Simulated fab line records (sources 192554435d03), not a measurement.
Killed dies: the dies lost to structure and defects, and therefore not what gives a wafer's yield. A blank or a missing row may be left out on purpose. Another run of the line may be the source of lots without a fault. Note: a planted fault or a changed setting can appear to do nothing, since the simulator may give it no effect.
fab line records	flow n5-finfet
record lots=9	wafers=27	last-day=18
route steps=1938 shown MOL_CONTACT_COAG@530 BEOL_M4@1111
lots untouched by any fault: they come from a run of this same line in which no faults occurred
start-h: hours from the record's opening day to when the first of the lot's shown wafers began	wait-h: hours since the lot's step before	" unchanged from the row above	L1.1+2: a row that stands for several wafers	- either no value or no given start	* or withheld: withheld	< > ~ a bound
route shown NAME@n: NAME is a module with steps in the file, n the number in the route of the first one	usual: mean/standard deviation of fault-free wafers	same: alike in all rows	chamber/n: place in a boat	sites: the reading at each site	_std_site: standard deviation across them	_edge_site: outer sites' mean less inner sites'	radius-mm: how far each site lies from the wafer's centre	mask NAME#n: copy n	behind: the tool/chamber that last shaped the wafer	hold: what put the lot on hold/how long, in hours/how the hold closed	device: whichever transistor did not switch (one of n, p or np)	end of line: the route-end tests of the same wafers	a step given without rows: its recipe and nothing more	killed: the dies lost at the first sort to structure and to defects; this is not the yield of the wafer	map: the dies of a wafer, with x for killed, . for not killed, _ for no die there
set.NAME: the setting as run; set.NAME@STEP: as run at that earlier step	model.NAME: the simulator's own value behind a step, which no gauge read
steps of the route over a sample of lots; a table a step, a row a wafer
services: when a tool's chamber went out of use (start-h, in hours from the record's first day, below 0 if earlier), for how many hours, and the reason
## steps
# step N5_MOL_CONTACT_COAG_ETCH_59
# recipe chemistry=N2/H2	target=underlayer	target-depth-a=130	mask-material=CAR-EUV	time-s=10.4	ion-energy-ev=200	pressure-mtorr=30	source-w=840	bias-w=150	n2-flow-sccm=200	h2-flow-sccm=200	ends=cleared
# usual bias-w=150.1/0.46	drypump-motor-current-A=5.9/0.36	etch-rf-on-time-s=10.35/0.18	oes-product-au=0.68/0.072	rf-vpp-V=523.3/2.4	showerhead-plenum-p-Torr=2.52/0.074	throttle-valve-pct=17.83/0.23
lot.wafer	tool	chamber	start-h	wait-h	bias-w	drypump-motor-current-A	etch-rf-on-time-s	oes-product-au	rf-hours-counter-h	rf-vpp-V	showerhead-plenum-p-Torr	throttle-valve-pct
L835.1	rie-diel-01	0	131.25	0.0	151.1	6.1	10.37	0.72	82	521.9	2.46	17.57
L835.4	"	3	"	"	150.0	5.7	10.10	0.68	104	523.3	2.46	18.02
L835.6	"	2	"	"	149.9	6.2	10.68	0.60	-	524.2	2.53	17.81
L839.1	rie-diel-04	3	157.58	0.0	150.6	5.7	10.35	0.74	30	529.7	2.69	17.80
L839.4	"	0	"	"	150.5	5.5	10.35	0.73	-	521.2	2.47	17.47
L839.6	"	3	"	"	149.7	5.7	10.47	0.73	-	528.5	2.69	17.80
L840.1	rie-diel-01	1	159.20	0.0	149.9	5.9	10.31	0.59	223	522.7	2.52	17.89
L840.4	"	2	"	"	149.8	6.2	10.57	0.61	198	523.5	2.52	17.82
L840.5	"	0	"	"	150.6	6.0	10.36	0.71	-	522.8	2.46	17.60
L844.1	rie-diel-03	3	187.49	0.0	150.2	6.0	10.32	0.66	167	518.9	2.44	18.17
L844.2	"	2	"	"	149.9	5.5	10.42	0.65	152	527.8	2.65	18.13
L844.3	"	0	"	"	149.9	5.1	10.31	0.82	2	522.8	2.50	17.71
L845.1	rie-diel-01	2	198.22	0.0	150.4	6.2	10.73	0.60	212	522.5	2.52	17.82
L845.4	"	0	"	"	150.3	6.1	10.36	0.71	104	522.6	2.45	17.61
L845.6	"	3	"	"	149.2	5.7	10.04	0.67	-	521.0	2.45	18.02
L848.1	rie-diel-03	1	206.74	0.0	150.4	6.3	10.25	0.78	18	523.0	2.50	17.47
L848.4	"	3	"	"	149.3	5.9	10.16	0.65	174	521.0	2.43	18.18
L848.6	"	1	"	"	150.1	6.4	10.29	0.78	-	521.4	2.50	17.47
L849.2	rie-diel-04	0	213.89	0.0	149.1	5.5	10.25	0.72	85	521.8	2.46	17.51
L849.3	"	3	"	"	149.7	5.7	10.50	0.70	52	527.5	2.68	17.83
L849.6	"	2	"	"	150.3	5.6	10.53	0.63	-	527.3	2.62	18.21
L850.1	rie-diel-03	1	219.23	0.0	150.3	6.4	10.15	0.78	22	521.7	2.50	17.47
L850.2	"	0	"	"	150.4	5.1	10.18	0.78	14	522.4	2.50	17.72
L850.5	"	0	"	"	149.4	5.1	10.06	0.79	-	523.1	2.50	17.73
L851.1	rie-diel-03	1	226.45	0.0	150.4	6.4	10.28	0.77	26	523.1	2.49	17.47
L851.4	"	0	"	"	150.5	5.1	10.20	0.77	-	523.3	2.49	17.74
L851.6	"	3	"	"	150.2	6.0	10.33	0.64	-	519.5	2.43	18.19
# step N5_MOL_CONTACT_COAG_PECVD_31
# recipe material=SiO2	target-thk-a=460	temp-c=400	precursor=TEOS/O2	pressure-torr=6.5	rf-w=withheld	teos-flow-sccm=withheld	gas=O2	flow-sccm=2650	time-s=8.9
# usual susceptor-temp-C=399.98/0.21
lot.wafer	tool	chamber	start-h	wait-h	susceptor-temp-C
L835.1	pecvd-04	1	142.50	0.3	404.57
L835.4	"	0	"	"	399.64
L835.6	"	1	"	"	404.51
L839.1	pecvd-03	1	167.03	0.3	400.03
L839.4	"	0	"	"	399.75
L839.6	"	2	"	"	400.08
L840.1	pecvd-03	2	167.47	0.3	399.97
L840.4	"	1	"	"	399.97
L840.5	"	0	"	"	399.86
L844.1	pecvd-03	1	196.49	0.3	400.20
L844.2	"	2	"	"	399.78
L844.3	"	0	"	"	400.00
L845.1	pecvd-01	0	210.78	0.3	400.26
L845.4	"	2	"	"	399.56
L845.6	"	1	"	"	400.19
L848.1	pecvd-01	1	218.09	0.3	399.90
L848.4	"	0	"	"	400.28
L848.6	"	1	"	"	399.83
L849.2	pecvd-01	1	221.89	0.3	400.40
L849.3	"	2	"	"	399.92
L849.6	"	1	"	"	400.45
L850.1	pecvd-03	1	228.03	0.3	400.31
L850.2	"	0	"	"	399.90
L850.5	"	1	"	"	399.89
L851.1	pecvd-03	0	240.75	0.3	399.70
L851.4	"	0	"	"	400.15
L851.6	"	2	"	"	400.08
# step N5_MOL_CONTACT_COAG_OVL_MEAS_85
# recipe points-per-wafer=522
# usual VG_OVL=-0.6/0.61
lot.wafer	tool	chamber	start-h	wait-h	VG_OVL[nm]
L835.1	overlay-02	0	142.86	0.0	-0.4
L835.4	"	0	"	"	-1.3
L835.6	"	0	"	"	-1.3
L839.1	overlay-01	0	167.44	0.0	-0.8
L839.4	"	0	"	"	-0.3
L839.6	"	0	"	"	-1.4
L840.1	overlay-02	0	167.84	0.0	-0.7
L840.4	"	0	"	"	-0.4
L840.5	"	0	"	"	-0.9
L844.1	overlay-02	0	196.87	0.0	-0.7
L844.2	"	0	"	"	-1.3
L844.3	"	0	"	"	-0.1
L845.1	overlay-01	0	211.30	0.0	-1.5
L845.4	"	0	"	"	-1.5
L845.6	"	0	"	"	-0.7
L848.1	overlay-02	0	218.46	0.0	-1.9
L848.4	"	0	"	"	-1.3
L848.6	"	0	"	"	-1.4
L849.2	overlay-02	0	222.26	0.0	0.6
L849.3	"	0	"	"	-0.7
L849.6	"	0	"	"	-0.2
L850.1	overlay-01	0	228.41	0.0	-0.9
L850.2	"	0	"	"	-1.2
L850.5	"	0	"	"	-0.9
L851.1	overlay-01	0	241.25	0.0	-0.7
L851.4	"	0	"	"	0.4
L851.6	"	0	"	"	0.2
# step N5_MOL_CONTACT_COAG_ETCH_89
# recipe chemistry=N2/H2	target=underlayer	target-depth-a=130	mask-material=CAR-EUV	time-s=10.4	ion-energy-ev=200	pressure-mtorr=30	source-w=840	bias-w=150	n2-flow-sccm=200	h2-flow-sccm=200	ends=cleared
# usual bias-w=150.0/0.43	drypump-motor-current-A=5.8/0.35	etch-rf-on-time-s=10.37/0.18	oes-product-au=0.69/0.065	rf-vpp-V=524.3/2.9	showerhead-plenum-p-Torr=2.56/0.098	throttle-valve-pct=17.86/0.25
lot.wafer	tool	chamber	start-h	wait-h	bias-w	drypump-motor-current-A	etch-rf-on-time-s	oes-product-au	rf-hours-counter-h	rf-vpp-V	showerhead-plenum-p-Torr	throttle-valve-pct
L835.1	rie-diel-01	2	142.99	0.0	150.1	6.2	10.49	0.61	192	522.9	2.52	17.81
L835.4	"	0	"	"	150.2	6.1	10.23	0.71	85	521.4	2.46	17.57
L835.6	"	1	"	"	150.6	5.9	10.14	0.60	-	521.2	2.52	17.88
L839.1	rie-diel-01	2	167.57	0.0	150.0	6.2	10.74	0.60	201	525.8	2.52	17.81
L839.4	"	0	"	"	149.8	6.1	10.39	0.70	93	522.5	2.46	17.61
L839.6	"	1	"	"	150.1	6.0	10.50	0.58	-	522.1	2.52	17.89
L840.1	rie-diel-04	3	168.03	0.0	149.8	5.7	10.32	0.74	35	529.3	2.69	17.81
L840.4	"	0	"	"	150.1	5.5	10.12	0.75	-	523.9	2.47	17.50
L840.5	"	3	"	"	149.9	5.6	10.45	0.73	-	529.0	2.69	17.80
L844.1	rie-diel-04	2	197.04	0.0	149.3	5.6	10.51	0.63	186	526.7	2.62	18.19
L844.2	"	1	"	"	150.1	6.2	10.41	0.74	44	528.8	2.70	17.88
L844.3	"	3	"	"	150.3	5.7	10.47	0.71	47	529.0	2.69	17.83
L845.1	rie-diel-03	1	211.84	0.0	149.5	6.4	10.20	0.79	19	523.3	2.50	17.48
L845.4	"	3	"	"	150.5	6.0	10.18	0.65	175	520.2	2.43	18.20
L845.6	"	1	"	"	149.5	6.4	10.30	0.77	-	522.1	2.50	17.44
L848.1	rie-diel-04	1	218.59	0.0	150.5	6.1	10.63	0.71	48	527.5	2.70	17.90
L848.4	"	3	"	"	150.1	5.6	10.61	0.70	54	528.1	2.68	17.84
L848.6	"	1	"	"	149.3	6.2	10.58	0.72	-	528.4	2.70	17.90
L849.2	rie-diel-04	0	222.39	0.0	149.9	5.5	10.29	0.70	88	522.6	2.46	17.51
L849.3	"	2	"	"	150.8	5.6	10.59	0.62	194	526.0	2.62	18.22
L849.6	"	0	"	"	150.1	5.5	10.20	0.72	-	521.0	2.46	17.53
L850.1	rie-diel-03	0	229.00	0.0	149.8	5.1	10.24	0.78	19	521.0	2.49	17.73
L850.2	"	3	"	"	150.1	5.9	10.36	0.64	183	521.7	2.43	18.20
L850.5	"	3	"	"	150.2	5.9	10.33	0.64	-	521.6	2.43	18.19
L851.1	rie-diel-01	0	241.38	0.0	149.3	6.1	10.42	0.69	119	521.7	2.45	17.62
L851.4	"	2	"	"	149.5	6.2	10.70	0.59	227	522.0	2.51	17.85
L851.6	"	1	"	"	150.5	5.9	10.52	0.57	-	521.7	2.51	17.94
# step N5_BEOL_M4_RC_MEAS_101
# usual DIBL_N=36.3/1.6	DIBL_P=36.5/1.6	IOFF_N=0.163/0.026	IOFF_P=0.22/0.033	ION_N=676/9.9	ION_P=464/6.5	SS_N=71.5/0.5	SS_P=73.3/0.64	VT_N=249.3/2.9	VT_P=-250/3.2
lot.wafer	tool	chamber	start-h	wait-h	DIBL_N[mV/V]	DIBL_P[mV/V]	IOFF_N[nA/um]	IOFF_P[nA/um]	ION_N[uA/um]	ION_P[uA/um]	SS_N[mV/dec]	SS_P[mV/dec]	VT_N[mV]	VT_P[mV]
L835.1	prober-01	0	224.87	0.3	39.4	38.9	0.212	0.32	686	472	71.8	74.2	244.7	-242
L835.4	"	0	"	"	35.7	35.8	0.142	0.25	662	470	70.8	73.1	251.3	-244
L835.6	"	0	"	"	37.3	36.8	0.167	0.27	666	473	72.1	73.3	248.1	-246
L839.1	prober-01	0	257.76	0.0	35.7	35.7	0.159	0.22	679	465	71.2	73.0	248.4	-249
L839.4	"	0	"	"	33.8	33.9	0.133	0.20	664	467	70.5	72.6	249.7	-249
L839.6	"	0	"	"	35.4	36.0	0.158	0.23	672	460	71.8	73.0	250.1	-248
L840.1	prober-01	0	260.83	0.0	37.5	35.6	0.161	0.20	663	456	71.9	73.3	252.3	-250
L840.4	"	0	"	"	34.1	32.7	0.115	0.16	668	463	70.8	72.8	254.0	-252
L840.5	"	0	"	"	36.3	35.0	0.142	0.19	655	449	71.8	72.9	250.3	-253
L844.1	prober-01	0	277.88	0.0	36.2	36.7	0.152	0.19	667	455	71.4	73.9	250.6	-255
L844.2	"	0	"	"	35.1	35.2	0.132	0.17	659	454	71.5	73.3	254.4	-253
L844.3	"	0	"	"	35.8	36.3	0.154	0.18	683	461	71.4	73.4	250.6	-256
L845.1	prober-01	0	287.24	0.0	41.2	40.7	0.249	0.29	683	464	72.4	75.1	244.6	-246
L845.4	"	0	"	"	38.5	38.3	0.185	0.24	671	459	72.3	73.9	248.4	-248
L845.6	"	0	"	"	39.1	39.0	0.202	0.26	689	474	71.2	73.4	243.9	-248
L848.1	prober-01	0	304.18	0.0	38.4	42.3	0.213	0.29	685	470	72.8	74.2	246.6	-245
L848.4	"	0	"	"	35.0	37.9	0.145	0.21	680	470	70.8	72.1	248.1	-250
L848.6	"	0	"	"	35.9	38.6	0.164	0.23	682	471	71.5	72.9	250.8	-249
L849.2	prober-01	0	309.38	0.2	35.9	35.8	0.146	0.20	667	459	71.0	73.1	253.6	-251
L849.3	"	0	"	"	35.8	36.3	0.143	0.20	671	467	71.2	73.1	250.4	-253
L849.6	"	0	"	"	35.9	36.1	0.152	0.20	675	462	71.4	72.5	251.3	-254
L850.1	prober-01	0	316.29	0.0	36.0	37.1	0.169	0.22	669	465	71.8	73.4	249.5	-250
L850.2	"	0	"	"	34.9	35.2	0.145	0.19	662	456	71.6	73.5	252.3	-251
L850.5	"	0	"	"	35.7	36.3	0.164	0.22	672	462	71.7	73.8	250.3	-248
L851.1	prober-01	0	320.48	0.0	36.3	35.8	0.173	0.24	681	463	71.5	73.2	246.1	-246
L851.4	"	0	"	"	36.5	35.5	0.165	0.23	671	462	72.0	74.0	247.7	-246
L851.6	"	0	"	"	38.5	39.0	0.217	0.30	696	473	72.0	74.1	243.8	-245
## services
tool	chamber	start-h	hours	kind
pecvd-04	-	130.61	2.8	pm
pecvd-01	-	131.39	2.0	repair
rie-diel-03	1	136.58	-	clean
rie-diel-03	1	136.58	-	consumable-replace:focus-ring
rie-diel-03	1	136.58	23.6	scheduled-down
rie-diel-03	1	136.58	23.6	vent-cycle
pecvd-01	2	144.48	5.0	scheduled-down
rie-diel-04	1	154.12	31.9	repair
rie-diel-03	0	160.31	-	clean
rie-diel-03	0	160.31	-	consumable-replace:focus-ring
rie-diel-03	0	160.31	19.5	scheduled-down
rie-diel-03	0	160.31	19.5	vent-cycle
pecvd-04	0	166.73	2.1	scheduled-down
pecvd-01	0	168.39	5.5	scheduled-down
pecvd-03	2	202.38	-	clean
pecvd-03	2	202.38	-	consumable-replace:showerhead
pecvd-03	2	202.38	29.0	scheduled-down
pecvd-03	2	202.38	29.0	vent-cycle
rie-diel-01	1	203.47	7.2	repair
rie-diel-04	1	209.09	6.8	repair
rie-diel-03	2	212.85	15.3	repair
pecvd-04	0	228.16	5.5	scheduled-down
rie-diel-04	-	240.08	14.6	pm
## key
first-sign step=N5_MOL_CONTACT_COAG_PECVD_31	reading=susceptor-temp-C	direction=up	sigmas=21	usual=*	struck=*
effect none on later readings
met-at N5_MOL_CONTACT_COAG_PECVD_31
struck-lots L835
struck-wafers L835.1,L835.6
not-acting-at N5_MOL_CONTACT_COAG_ETCH_59,N5_MOL_CONTACT_COAG_OVL_MEAS_85,N5_MOL_CONTACT_COAG_ETCH_89
fault kind=process-parameter-drift	tool=pecvd-04	chamber=1	onset-h=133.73	steps=N5_MOL_CONTACT_COAG_PECVD_31	channel=temp-c	offset=*	shape=step	end-h=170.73	acts-in=*	stated=*
